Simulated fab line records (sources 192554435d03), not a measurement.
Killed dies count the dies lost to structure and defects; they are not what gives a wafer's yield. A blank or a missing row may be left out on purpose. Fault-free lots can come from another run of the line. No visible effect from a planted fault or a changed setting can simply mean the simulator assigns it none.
Chamber matching -- flow n5 finfet -- 4 sister chambers for N5_SD_EPI_N_ETCH_35 on rie diel-06
The step etches SOC in N2/H2, overetch 108 nm, time 486 s. 8 wafers are shown with their chamber, then 11 later ones without.

## WAFERS PAIRED WITH THEIR CHAMBERS
wafer,chamber,drypump motor current A (A),showerhead plenum p Torr (Torr)
L077.2,2,5.6,2.63
L081.1,1,6.0,2.71
L081.5,2,5.6,2.62
L083.5,0,5.1,2.67
L085.1,3,5.7,2.54
L085.4,1,6.1,2.71
L085.5,3,5.7,2.54
L089.1,0,5.1,2.67

## WAFERS WITH NO CHAMBER GIVEN
wafer,drypump motor current A (A),showerhead plenum p Torr (Torr)
L089.2,5.6,2.62
L089.4,5.7,2.54
L092.2,5.6,2.61
L092.4,5.6,2.61
L092.6,6.1,2.71
L096.2,6.1,2.70
L096.3,5.7,2.53
L096.4,5.1,2.66
L097.1,5.1,2.66
L097.2,6.1,2.70
L097.6,5.2,2.66

## CHAMBER TAKEN BY EACH
wafer,from the rows above,in truth
L089.2,2,2
L089.4,3,3
L092.2,2,2
L092.4,2,2
L092.6,1,1
L096.2,1,1
L096.3,3,3
L096.4,0,0
L097.1,0,0
L097.2,1,1
L097.6,0,0
Correctly placed: 11 of 11. Left unplaced by these rows: 0. Placed wrongly: 0.
How it was worked out, from the rows above alone: a wafer's distance from a chamber is the root of the sum, over the readings, of the square of ((its reading less the chamber's mean) divided by the reading's scatter). If the next closest chamber is less than 2 further off than the closest, the wafer can't be placed; otherwise it belongs to the closest. The mean given for a chamber averages the wafers shown for that chamber. The scatter: take each reading less its chamber's mean, square it, sum over the shown wafers, divide by the number of wafers less the number of chambers, and take the root.
